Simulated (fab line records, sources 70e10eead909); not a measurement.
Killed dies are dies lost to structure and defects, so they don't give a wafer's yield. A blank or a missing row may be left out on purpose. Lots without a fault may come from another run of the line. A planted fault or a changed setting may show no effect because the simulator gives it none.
fab line records | flow nand_harc
record lots=24 wafers=72 last_day=24
route steps=1159 shown A_CONTACT@908 A_M0@1014
lots that met no fault: from a run of the same line without faults
start_h: hours from the record's first day to the start of the lot's first wafer shown | wait_h: hours since the lot's step before | " the same as in the row above | L1.1+2: a row that stands for several wafers | - no value, or no start given | * or withheld: withheld | < > ~ a bound
route shown NAME@n: a module of which the file shows steps, and the number in the route of the first | usual: mean/standard deviation of fault-free wafers | same: alike in all rows | chamber/n: place in a boat | sites: the reading at each site | _std_site: their standard deviation | _edge_site: outer sites' mean less inner sites' | radius_mm: how far each site lies from the wafer's centre | mask NAME#n: copy n | behind: the tool/chamber that last shaped the wafer | hold: why the lot was held/for how many hours/how that ended | device: the transistor (n, p or np) that didn't switch | end of line: the same wafers' tests at the end of the route | a step without rows: its recipe alone | killed: dies lost to structure and defects at the first sort, not the wafer's yield | map: a wafer's dies, x killed, . not, _ none there
set.NAME: the setting as run; set.NAME@STEP: as run at that earlier step | model.NAME: the simulator's own value behind a step, which no gauge read
steps of the route over a sample of lots; a table a step, a row a wafer
services: from which hour (start_h, from the record's first day; less than 0 if before it) a tool's chamber was out of use, for how many hours, and why
## steps
# step NHARC_A_CONTACT_ETCH_128
# recipe source_w=withheld pressure_mtorr=20 bias_v=1200 time_s=155 target_depth_a=9560 ar_flow_sccm=withheld c4f8_flow_sccm=withheld o2_flow_sccm=withheld chemistry=C4F8/O2/Ar
# usual oes_air_line_au=0.995/0.019
# columns lot.wafer tool chamber start_h wait_h oes_air_line_au rf_hours_counter_h
L074.2 har_cap_etch-02 1 374.69 0.1 0.994 11
L074.4 " 0 " " 0.984 -
L074.6 " 1 " " 0.977 -
L075.1 har_cap_etch-03 0 380.02 0.1 1.020 85
L075.3 " 1 " " 0.981 -
L075.6 " 1 " " 0.937 -
L076.2 har_cap_etch-01 1 381.67 0.1 0.979 57
L076.1 " 0 " " 1.020 57
L076.6 " 0 " " 0.968 -
L079.1 har_cap_etch-02 0 395.72 0.1 0.987 14
L079.4 " 1 " " 1.014 -
L079.6 " 1 " " 0.973 -
L077.2 har_cap_etch-01 1 398.22 0.1 1.001 60
L077.4 " 0 " " 1.006 -
L077.5 " 0 " " 1.013 -
L078.1 har_cap_etch-03 1 407.33 0.1 0.974 89
L078.5 " 0 " " 1.016 -
L078.6 " 1 " " 0.994 -
L082.4 har_cap_etch-02 0 416.45 0.1 0.984 -
L082.6 " 0 " " 0.989 -
L082.5 " 1 " " 1.005 -
L080.2 har_cap_etch-01 1 419.43 0.2 0.995 63
L080.1 " 0 " " 1.012 63
L080.4 " 1 " " 1.000 -
L084.2 har_cap_etch-01 1 430.68 0.2 0.995 65
L084.3 " 0 " " 1.013 -
L084.5 " 0 " " 1.000 -
L081.2 har_cap_etch-03 0 432.78 0.1 0.989 93
L081.4 " 1 " " 1.011 -
L081.6 " 0 " " 0.977 -
L083.2 har_cap_etch-03 0 435.93 0.1 1.005 94
L083.5 " 0 " " 0.992 -
L083.6 " 1 " " 1.009 -
L087.1 har_cap_etch-02 0 442.97 0.1 1.017 23
L087.6 " 1 " " 1.014 -
L087.5 " 0 " " 0.981 -
L086.1 har_cap_etch-01 1 443.28 0.2 0.999 69
L086.2 " 0 " " 1.009 69
L086.5 " 1 " " 0.969 -
L085.2 har_cap_etch-03 0 459.80 0.1 0.997 98
L085.3 " 1 " " 1.044 -
L085.5 " 1 " " 1.016 -
L088.1 har_cap_etch-02 1 460.88 0.1 0.990 27
L088.3 " 0 " " 0.996 -
L088.6 " 1 " " 1.037 -
L089.2 har_cap_etch-02 1 464.92 0.1 0.982 28
L089.6 " 0 " " 0.989 -
L089.5 " 1 " " 0.978 -
L091.2 har_cap_etch-01 0 468.16 0.1 0.973 73
L091.4 " 0 " " 0.965 -
L091.6 " 0 " " 0.960 -
L090.2 har_cap_etch-03 1 473.43 0.1 0.985 101
L090.4 " 1 " " 1.015 -
L090.5 " 1 " " 0.990 -
L092.2 har_cap_etch-02 0 473.53 0.1 0.998 30
L092.4 " 0 " " 1.018 -
L092.6 " 1 " " 1.019 -
L095.1 har_cap_etch-01 1 499.23 0.1 1.008 76
L095.3 " 0 " " 0.979 -
L095.6 " 0 " " 0.982 -
L094.2 har_cap_etch-02 0 503.43 0.1 0.996 34
L094.6 " 1 " " 1.003 -
L094.5 " 0 " " 1.009 -
L093.1 har_cap_etch-03 1 507.40 0.1 1.012 107
L093.2 " 0 " " 0.999 107
L093.6 " 0 " " 1.018 -
L096.1 har_cap_etch-02 1 511.82 0.1 0.984 36
L096.4 " 1 " " 0.998 -
L096.5 " 0 " " 0.986 -
L097.4 har_cap_etch-03 1 513.23 0.1 0.996 -
L097.3 " 0 " " 0.985 -
L097.6 " 1 " " 0.945 -
# step NHARC_A_CONTACT_DESCUM_13
# recipe time_s=3 o2_flow_sccm=200 ar_flow_sccm=0 bias_power_w=0 chemistry=O2
# usual drypump_motor_current_A=5.7/0.33 oes_product_au=0.997/0.014 rf_vpp_V=57.9/0.91 showerhead_plenum_p_Torr=1.96/0.077 throttle_valve_pct=11.311/0.0084
# columns lot.wafer tool chamber start_h wait_h drypump_motor_current_A oes_product_au rf_hours_counter_h rf_vpp_V showerhead_plenum_p_Torr throttle_valve_pct
L074.4 rie_diel-13 3 380.17 0.1 5.5 0.993 37 57.1 1.77 11.306
L074.2 " 0 " " 5.9 0.987 39 59.2 2.06 11.315
L074.6 " 0 " " 5.9 0.977 - 58.2 2.06 11.316
L075.3 rie_diel-08 3 385.16 0.1 5.4 1.014 14 57.9 2.05 11.305
L075.1 " 0 " " 5.6 0.964 15 57.4 1.94 11.300
L075.6 " 1 " " 5.8 1.007 - 57.3 1.91 11.302
L076.1 rie_diel-07 1 387.65 0.1 5.8 0.999 56 58.0 1.92 11.303
L076.2 " 0 " " 5.3 0.998 54 60.6 2.01 11.316
L076.6 " 2 " " 6.3 0.994 - 57.6 2.06 11.301
L079.1 rie_diel-08 3 400.39 0.1 5.4 1.001 16 58.8 2.05 11.312
L079.4 " 0 " " 5.6 0.968 17 57.7 1.94 11.321
L079.6 " 1 " " 5.9 1.004 - 57.6 1.91 11.320
L077.4 rie_diel-08 0 402.69 0.1 5.6 0.968 18 58.3 1.94 11.319
L077.2 " 2 " " 5.1 0.990 18 57.6 1.92 11.318
L077.5 " 0 " " 5.6 0.969 - 56.6 1.94 11.320
L078.1 rie_diel-13 0 413.80 0.1 5.9 0.987 51 59.2 2.06 11.308
L078.6 " 1 " " 6.1 0.976 - 58.0 1.90 11.311
L078.5 " 2 " " 5.4 0.984 - 56.0 1.87 11.308
L082.4 rie_diel-07 3 423.42 0.1 5.7 1.006 2 58.0 1.94 11.306
L082.6 " 0 " " 5.3 0.992 - 58.3 2.01 11.327
L082.5 " 1 " " 5.9 0.994 - 58.3 1.92 11.302
L080.4 rie_diel-08 3 424.98 0.1 5.5 1.014 20 58.4 2.04 11.303
L080.1 " 0 " " 5.7 0.972 21 58.3 1.94 11.312
L080.2 " 1 " " 5.8 0.999 20 57.3 1.91 11.325
L084.2 rie_diel-08 3 435.33 0.1 5.4 1.016 22 58.2 2.04 11.310
L084.3 " 2 " " 5.1 0.998 23 57.1 1.92 11.321
L084.5 " 3 " " 5.4 1.014 - 57.3 2.04 11.306
L081.2 rie_diel-13 3 437.82 0.1 5.5 1.002 56 56.9 1.76 11.311
L081.4 " 2 " " 5.3 1.004 45 57.4 1.87 11.306
L081.6 " 0 " " 5.9 0.987 - 58.1 2.06 11.302
L083.2 rie_diel-07 3 440.64 0.1 5.7 1.002 13 59.0 1.94 11.293
L083.5 " 1 " " 5.9 0.996 - 56.5 1.92 11.314
L083.6 " 2 " " 6.3 0.998 - 56.7 2.05 11.304
L087.1 rie_diel-08 3 450.08 0.1 5.4 1.022 26 59.3 2.04 11.321
L087.5 " 0 " " 5.7 0.981 - 58.8 1.94 11.324
L087.6 " 3 " " 5.4 1.011 - 59.6 2.04 11.302
L086.1 rie_diel-08 3 451.07 0.1 5.5 1.022 26 57.6 2.04 11.303
L086.2 " 1 " " 5.8 1.008 27 58.1 1.91 11.318
L086.5 " 3 " " 5.4 1.018 - 58.9 2.04 11.308
L085.3 rie_diel-07 1 466.42 0.1 5.9 0.988 21 57.9 1.91 11.318
L085.2 " 3 " " 5.7 0.996 23 56.1 1.93 11.303
L085.5 " 1 " " 5.9 0.999 - 59.3 1.91 11.309
L088.3 rie_diel-13 2 467.10 0.1 5.3 0.984 2 58.0 1.87 11.304
L088.1 " 0 " " 5.9 1.006 1 59.3 2.05 11.322
L088.6 " 3 " " 5.5 1.004 - 57.6 2.08 11.301
L089.2 rie_diel-07 1 471.03 0.4 5.9 0.991 25 57.5 1.91 11.302
L089.6 " 3 " " 5.7 1.011 - 57.8 1.93 11.311
L089.5 " 0 " " 5.3 1.006 - 58.5 2.00 11.306
L091.4 rie_diel-07 0 475.83 0.2 5.3 0.991 29 59.2 2.00 11.314
L091.2 " 2 " " 6.3 1.011 27 59.4 2.05 11.304
L091.6 " 0 " " 5.3 1.003 - 57.4 2.00 11.316
L092.4 rie_diel-07 1 478.45 0.1 5.9 0.983 29 59.2 1.91 11.305
L092.2 " 3 " " 5.7 1.006 30 58.4 1.93 11.334
L092.6 " 1 " " 5.8 0.992 - 56.4 1.91 11.304
L090.2 rie_diel-13 1 478.61 0.1 6.1 0.989 8 56.1 1.89 11.309
L090.4 " 0 " " 5.9 1.010 7 57.7 2.05 11.311
L090.5 " 1 " " 6.1 0.990 - 58.9 1.89 11.307
L095.1 rie_diel-13 1 504.05 0.1 6.1 0.989 16 57.9 1.89 11.327
L095.3 " 2 " " 5.4 0.976 18 57.9 1.86 11.309
L095.6 " 3 " " 5.5 1.007 - 58.3 2.07 11.305
L094.2 rie_diel-13 3 508.09 0.1 5.5 1.013 20 60.3 2.07 11.321
L094.6 " 2 " " 5.3 0.984 - 56.8 1.86 11.312
L094.5 " 3 " " 5.5 1.015 - 56.6 2.07 11.308
L093.1 rie_diel-08 2 513.59 0.1 5.1 1.021 5 57.9 1.92 11.312
L093.2 " 3 " " 5.4 1.017 5 56.7 2.04 11.304
L093.6 " 2 " " 5.1 1.027 - 57.2 1.92 11.314
L096.4 rie_diel-13 3 516.76 0.1 5.5 1.008 24 57.9 2.07 11.317
L096.1 " 2 " " 5.3 0.978 23 55.9 1.86 11.312
L096.5 " 0 " " 5.9 1.004 - 58.9 2.05 11.312
L097.4 rie_diel-07 0 517.98 0.1 5.3 0.991 45 58.4 1.99 11.304
L097.3 " 3 " " 5.8 1.005 45 57.5 1.93 11.299
L097.6 " 1 " " 5.8 1.018 - 58.2 1.91 11.311
# step NHARC_A_CONTACT_ETCH_134
# recipe source_w=withheld pressure_mtorr=20 bias_v=withheld time_s=140 target_depth_a=7000 ar_flow_sccm=withheld c4f8_flow_sccm=withheld o2_flow_sccm=withheld chemistry=C4F8/O2/Ar
# usual oes_air_line_au=0.999/0.022
# columns lot.wafer tool chamber start_h wait_h oes_air_line_au rf_hours_counter_h
L074.2 har_cap_etch-02 1 381.26 - 0.997 12
L074.4 " 1 " " 0.993 -
L074.6 " 0 " " 0.993 -
L075.1 har_cap_etch-03 1 386.15 - 0.993 86
L075.3 " 0 " " 0.989 -
L075.6 " 0 " " 0.965 -
L076.2 har_cap_etch-03 1 388.65 - 1.027 87
L076.1 " 0 " " 0.986 87
L076.6 " 1 " " 1.004 -
L079.1 har_cap_etch-02 1 401.36 - 0.950 15
L079.4 " 1 " " 0.971 -
L079.6 " 1 " " 0.958 -
L077.2 har_cap_etch-01 1 403.89 - 1.006 61
L077.4 " 1 " " 1.009 -
L077.5 " 1 " " 0.985 -
L078.1 har_cap_etch-03 0 414.79 - 0.987 90
L078.6 " 1 " " 1.029 -
L078.5 " 0 " " 1.015 -
L082.4 har_cap_etch-01 1 424.48 - 0.992 -
L082.6 " 1 " " 1.002 -
L082.5 " 0 " " 1.011 -
L080.2 har_cap_etch-03 1 426.13 - 0.977 92
L080.1 " 0 " " 0.991 92
L080.4 " 0 " " 1.039 -
L084.2 har_cap_etch-02 0 436.39 - 1.002 22
L084.3 " 1 " " 0.988 -
L084.5 " 1 " " 0.998 -
L081.2 har_cap_etch-01 0 438.93 - 0.997 67
L081.4 " 1 " " 1.012 -
L081.6 " 0 " " 1.010 -
L083.2 har_cap_etch-03 0 441.89 - 1.039 95
L083.6 " 0 " " 1.009 -
L083.5 " 1 " " 1.028 -
L087.1 har_cap_etch-01 1 451.28 - 1.004 69
L087.5 " 0 " " 1.015 -
L087.6 " 1 " " 1.020 -
L086.1 har_cap_etch-03 1 452.24 - 1.014 97
L086.2 " 0 " " 0.963 97
L086.5 " 0 " " 0.982 -
L085.2 har_cap_etch-03 0 467.77 - 1.007 100
L085.3 " 1 " " 0.963 -
L085.5 " 0 " " 0.975 -
L088.1 har_cap_etch-02 1 468.23 - 0.995 29
L088.3 " 1 " " 0.992 -
L088.6 " 1 " " 0.958 -
L089.2 har_cap_etch-01 1 473.77 - 1.000 74
L089.5 " 0 " " 1.011 -
L089.6 " 1 " " 0.989 -
L091.2 har_cap_etch-03 0 476.90 - 0.981 102
L091.4 " 1 " " 1.025 -
L091.6 " 1 " " 0.995 -
L092.2 har_cap_etch-02 0 479.69 - 0.985 31
L092.4 " 0 " " 1.008 -
L092.6 " 1 " " 0.951 -
L090.2 har_cap_etch-01 1 480.13 - 1.027 75
L090.4 " 0 " " 0.999 -
L090.5 " 1 " " 0.971 -
L095.1 har_cap_etch-03 1 505.02 - 0.977 105
L095.3 " 1 " " 0.968 -
L095.6 " 0 " " 1.056 -
L094.2 har_cap_etch-01 1 511.05 - 1.016 78
L094.5 " 0 " " 0.994 -
L094.6 " 1 " " 1.016 -
L093.1 har_cap_etch-02 1 515.01 - 1.000 37
L093.2 " 0 " " 1.022 37
L093.6 " 0 " " 1.035 -
L096.1 har_cap_etch-03 0 517.81 - 0.985 109
L096.4 " 0 " " 0.999 -
L096.5 " 1 " " 0.976 -
L097.4 har_cap_etch-01 0 519.04 - 0.969 -
L097.3 " 1 " " 1.019 -
L097.6 " 0 " " 0.979 -
# step NHARC_A_CONTACT_ETCH_92
# recipe target_depth_a=400 over_etch_frac=0.5 time_s=85.7 ion_energy_ev=120 ch3f_flow_sccm=50 o2_flow_sccm=30 ar_flow_sccm=200 rf_w=500 bias_w=100 chemistry=CH3F/O2
# usual drypump_motor_current_A=5.6/0.32 oes_product_au=0.94/0.034 rf_vpp_V=245.1/1.4 showerhead_plenum_p_Torr=2.52/0.087 throttle_valve_pct=20.662/0.01
# same over_etch_frac=0.5
# columns lot.wafer tool chamber start_h wait_h drypump_motor_current_A oes_product_au rf_hours_counter_h rf_vpp_V showerhead_plenum_p_Torr throttle_valve_pct
L074.4 rie_diel-07 1 382.33 0.3 5.8 0.92 55 243.8 2.47 20.673
L074.2 " 2 " " 6.3 0.92 56 246.2 2.64 20.667
L074.6 " 1 " " 5.9 0.92 - 245.1 2.47 20.680
L075.3 rie_diel-08 1 387.25 0.3 5.9 0.92 14 243.7 2.46 20.669
L075.1 " 2 " " 5.1 0.93 15 243.3 2.47 20.653
L075.6 " 1 " " 5.9 0.93 - 243.4 2.46 20.664
L076.1 rie_diel-08 3 389.74 0.3 5.4 0.94 15 247.3 2.62 20.661
L076.2 " 0 " " 5.7 0.90 15 244.8 2.49 20.657
L076.6 " 3 " " 5.4 0.93 - 246.7 2.62 20.673
L079.4 rie_diel-08 1 402.45 0.3 5.9 0.93 17 243.7 2.46 20.664
L079.1 " 3 " " 5.4 0.94 17 245.4 2.62 20.652
L079.6 " 1 " " 5.9 0.92 - 243.0 2.46 20.667
L077.4 rie_diel-08 2 404.96 0.3 5.1 0.93 18 243.7 2.47 20.667
L077.2 " 3 " " 5.4 0.96 17 247.3 2.62 20.660
L077.5 " 3 " " 5.4 0.96 - 246.9 2.62 20.642
L078.1 rie_diel-08 2 415.88 0.4 5.1 0.91 19 244.7 2.47 20.639
L078.6 " 0 " " 5.7 0.89 - 245.0 2.49 20.673
L078.5 " 1 " " 5.9 0.92 - 243.8 2.46 20.656
L082.4 rie_diel-07 2 425.81 0.3 6.3 0.92 4 246.0 2.63 20.664
L082.5 " 2 " " 6.3 0.93 - 246.4 2.63 20.666
L082.6 " 3 " " 5.8 0.92 - 244.5 2.49 20.667
L080.4 rie_diel-08 3 427.22 0.2 5.4 0.94 21 246.1 2.62 20.661
L080.1 " 0 " " 5.7 0.90 22 243.6 2.49 20.677
L080.2 " 1 " " 5.9 0.92 21 244.0 2.46 20.668
L084.2 rie_diel-13 2 437.45 0.3 5.3 0.92 45 242.8 2.40 20.655
L084.3 " 1 " " 6.1 0.93 51 243.9 2.44 20.648
L084.5 " 2 " " 5.4 0.92 - 244.2 2.40 20.672
L081.2 rie_diel-08 3 440.25 0.4 5.4 0.95 23 245.6 2.62 20.656
L081.6 " 1 " " 5.8 0.94 - 244.7 2.46 20.663
L081.4 " 0 " " 5.7 0.91 - 244.8 2.49 20.659
L083.2 rie_diel-08 3 442.98 0.4 5.4 0.93 24 245.9 2.62 20.625
L083.5 " 3 " " 5.4 0.94 - 246.4 2.62 20.664
L083.6 " 0 " " 5.7 0.91 - 245.4 2.49 20.680
L087.1 rie_diel-08 2 452.67 0.4 5.1 0.91 24 243.4 2.47 20.648
L087.5 " 3 " " 5.5 0.95 - 247.0 2.62 20.652
L087.6 " 0 " " 5.7 0.92 - 246.2 2.49 20.658
L086.2 rie_diel-07 2 453.32 0.3 6.3 0.92 14 246.5 2.63 20.668
L086.1 " 1 " " 5.8 0.92 15 244.4 2.46 20.660
L086.5 " 2 " " 6.3 0.92 - 247.4 2.63 20.667
L085.3 rie_diel-13 1 468.89 0.3 6.2 0.99 4 244.1 2.43 20.660
L085.2 " 2 " " 5.3 0.99 4 243.2 2.40 20.652
L085.5 " 3 " " 5.5 1.01 - 247.5 2.66 20.653
L088.1 rie_diel-13 1 469.37 0.4 6.1 0.91 4 245.0 2.43 20.653
L088.3 " 2 " " 5.4 0.92 4 244.8 2.40 20.647
L088.6 " 0 " " 5.9 0.92 - 246.3 2.63 20.661
L089.2 rie_diel-13 1 474.91 0.4 6.2 1.00 7 243.5 2.43 20.659
L089.5 " 0 " " 5.9 1.03 - 247.1 2.63 20.678
L089.6 " 1 " " 6.2 1.00 - 244.4 2.43 20.674
L091.2 rie_diel-13 1 478.02 0.4 6.1 0.92 8 244.4 2.43 20.664
L091.4 " 3 " " 5.5 0.93 9 247.6 2.66 20.661
L091.6 " 1 " " 6.1 0.92 - 244.2 2.43 20.660
L092.2 rie_diel-13 2 480.75 0.3 5.4 0.98 10 243.0 2.40 20.675
L092.4 " 3 " " 5.5 1.02 10 245.9 2.66 20.659
L092.6 " 3 " " 5.5 1.01 - 246.0 2.66 20.662
L090.2 rie_diel-07 1 481.25 0.4 5.8 0.99 29 244.0 2.46 20.663
L090.4 " 2 " " 6.3 1.00 29 247.6 2.62 20.662
L090.5 " 0 " " 5.3 1.00 - 245.4 2.56 20.669
L095.3 rie_diel-07 2 506.12 0.3 6.3 0.93 38 245.6 2.62 20.655
L095.1 " 3 " " 5.7 0.92 40 243.1 2.48 20.667
L095.6 " 1 " " 5.9 0.93 - 243.0 2.45 20.669
L094.2 rie_diel-08 0 512.14 0.4 5.7 0.93 5 245.6 2.48 20.673
L094.5 " 2 " " 5.1 0.95 - 244.5 2.46 20.653
L094.6 " 3 " " 5.5 0.93 - 245.6 2.61 20.671
L093.1 rie_diel-08 3 516.10 0.4 5.5 0.95 5 247.3 2.61 20.663
L093.2 " 1 " " 5.9 0.91 6 243.3 2.45 20.646
L093.6 " 0 " " 5.6 0.93 - 244.7 2.48 20.661
L096.4 rie_diel-08 3 518.87 0.3 5.5 1.02 6 245.9 2.61 20.670
L096.1 " 0 " " 5.7 1.00 6 243.5 2.48 20.667
L096.5 " 0 " " 5.7 1.00 - 244.1 2.48 20.667
L097.3 rie_diel-08 3 520.07 0.3 5.4 0.95 6 246.6 2.61 20.649
L097.4 " 1 " " 5.9 0.91 6 244.1 2.45 20.649
L097.6 " 2 " " 5.1 0.95 - 245.3 2.46 20.661
# step NHARC_A_CONTACT_CD_MEAS_15
# usual cd_nm=89.8/0.81
# columns lot.wafer tool chamber start_h wait_h cd_nm
L074.2 cd_sem-03 - 382.54 - 89.6
L074.4 " - " " 89.8
L074.6 " - " " 89.9
L075.1 cd_sem-03 - 387.47 - 91.4
L075.3 " - " " 89.9
L075.6 " - " " 90.5
L076.1 cd_sem-02 - 389.95 - 90.0
L076.2 " - " " 90.2
L076.6 " - " " 89.3
L079.1 cd_sem-02 - 402.67 - 90.4
L079.4 " - " " 89.5
L079.6 " - " " 89.3
L077.2 cd_sem-01 - 405.18 - 89.8
L077.4 " - " " 91.3
L077.5 " - " " 89.4
L078.1 cd_sem-02 - 416.07 - 91.6
L078.5 " - " " 89.7
L078.6 " - " " 90.9
L082.4 cd_sem-03 - 426.13 - 88.8
L082.5 " - " " 88.4
L082.6 " - " " 89.9
L080.1 cd_sem-03 - 427.44 - 89.0
L080.2 " - " " 89.2
L080.4 " - " " 88.9
L084.2 cd_sem-02 - 437.67 - 89.7
L084.3 " - " " 89.5
L084.5 " - " " 89.7
L081.2 cd_sem-02 - 440.49 - 90.0
L081.4 " - " " 90.0
L081.6 " - " " 90.0
L083.2 cd_sem-02 - 443.23 - 89.1
L083.5 " - " " 88.8
L083.6 " - " " 89.5
L087.1 cd_sem-02 - 452.84 - 92.2
L087.5 " - " " 89.8
L087.6 " - " " 90.9
L086.1 cd_sem-01 - 453.65 - 89.0
L086.2 " - " " 88.3
L086.5 " - " " 88.3
L085.2 cd_sem-03 - 469.09 - 88.8
L085.3 " - " " 88.6
L085.5 " - " " 88.6
L088.1 cd_sem-01 - 470.96 - 89.2
L088.3 " - " " 90.1
L088.6 " - " " 90.3
L089.2 cd_sem-01 - 475.16 - 89.9
L089.5 " - " " 89.9
L089.6 " - " " 89.3
L091.2 cd_sem-03 - 478.24 - 88.9
L091.4 " - " " 88.7
L091.6 " - " " 88.5
L092.2 cd_sem-01 - 480.97 - 88.5
L092.4 " - " " 89.2
L092.6 " - " " 88.7
L090.2 cd_sem-03 - 481.45 - 90.2
L090.4 " - " " 88.7
L090.5 " - " " 90.7
L095.1 cd_sem-02 - 506.35 - 90.2
L095.3 " - " " 89.3
L095.6 " - " " 90.2
L094.2 cd_sem-03 - 512.33 - 90.9
L094.5 " - " " 90.1
L094.6 " - " " 90.7
L093.1 cd_sem-01 - 516.32 - 90.1
L093.2 " - " " 89.6
L093.6 " - " " 91.0
L096.1 cd_sem-02 - 519.09 - 90.4
L096.4 " - " " 90.1
L096.5 " - " " 90.0
L097.3 cd_sem-02 - 520.30 - 90.0
L097.4 " - " " 88.6
L097.6 " - " " 88.9
# step NHARC_A_M0_PRE_CLEAN_29
# recipe time_s=30 temp_c=280 gas=H2/He
# usual heater_power_w=418/38
# columns lot.wafer tool chamber start_h wait_h heater_power_w
L074.4 pvd_sputter-03 - - - 465
L074.2 " - " " 396
L074.6 " - " " 434
L075.1 pvd_sputter-03 - - - 483
L075.3 " - " " 459
L075.6 " - " " 435
L076.2 pvd_sputter-03 - - - 478
L076.1 " - " " 393
L076.6 " - " " 447
L079.1 pvd_sputter-02 - - - 360
L079.4 " - " " 420
L079.6 " - " " 430
L077.2 pvd_sputter-03 - - - 393
L077.4 " - " " 459
L077.5 " - " " 394
L078.1 pvd_sputter-03 - - - 464
L078.5 " - " " 453
L078.6 " - " " 434
L082.4 pvd_sputter-03 - - - 471
L082.6 " - " " 442
L082.5 " - " " 484
L080.1 pvd_sputter-01 - - - 433
L080.2 " - " " 375
L080.4 " - " " 391
L081.2 pvd_sputter-01 - - - 439
L081.4 " - " " 371
L081.6 " - " " 359
L084.2 pvd_sputter-02 - - - 463
L084.3 " - " " 358
L084.5 " - " " 367
L083.2 pvd_sputter-03 - - - 436
L083.5 " - " " 473
L083.6 " - " " 399
L087.1 pvd_sputter-02 - - - 357
L087.6 " - " " 418
L087.5 " - " " 459
L086.1 pvd_sputter-01 - - - 359
L086.2 " - " " 440
L086.5 " - " " 365
L085.2 pvd_sputter-03 - - - 410
L085.3 " - " " 456
L085.5 " - " " 438
L088.3 pvd_sputter-01 - - - 356
L088.1 " - " " 394
L088.6 " - " " 394
L089.2 pvd_sputter-01 - - - 437
L089.6 " - " " 440
L089.5 " - " " 351
L091.2 pvd_sputter-02 - - - 434
L091.4 " - " " 354
L091.6 " - " " 448
L090.2 pvd_sputter-01 - - - 363
L090.4 " - " " 360
L090.5 " - " " 392
L092.4 pvd_sputter-02 - - - 439
L092.2 " - " " 456
L092.6 " - " " 440
L095.1 pvd_sputter-03 - - - 433
L095.3 " - " " 426
L095.6 " - " " 445
L094.2 pvd_sputter-03 - - - 447
L094.5 " - " " 420
L094.6 " - " " 443
L093.2 pvd_sputter-01 - - - 423
L093.1 " - " " 357
L093.6 " - " " 436
L096.4 pvd_sputter-03 - - - 403
L096.1 " - " " 463
L096.5 " - " " 411
L097.3 pvd_sputter-01 - - - 359
L097.4 " - " " 357
L097.6 " - " " 408
## services
# columns tool chamber start_h hours kind
rie_diel-08 0 359.98 - clean
rie_diel-08 1 359.98 - clean
rie_diel-08 2 359.98 - clean
rie_diel-08 3 359.98 - clean
pvd_sputter-02 - 383.73 4.8 repair
rie_diel-08 0 384.48 - clean
rie_diel-08 1 384.48 - clean
rie_diel-08 2 384.48 - clean
rie_diel-08 3 384.48 - clean
pvd_sputter-01 - 385.01 40.5 repair
pvd_sputter-02 - 393.79 10.0 pm
har_cap_etch-01 - 395.64 0.4 repair
rie_diel-13 1 399.79 10.7 repair
rie_diel-07 - 405.74 9.0 pm
rie_diel-08 0 409.03 - clean
rie_diel-08 0 417.33 3.9 repair
rie_diel-13 - 442.55 0.3 repair
rie_diel-07 - 444.54 0.8 repair
pvd_sputter-03 - 458.00 10.0 pm
rie_diel-08 - 459.16 21.9 repair
pvd_sputter-01 - 474.85 2.0 repair
rie_diel-13 0 505.73 5.7 repair
pvd_sputter-03 - 510.81 0.7 repair
pvd_sputter-01 - 515.14 10.0 pm
## key
fault none
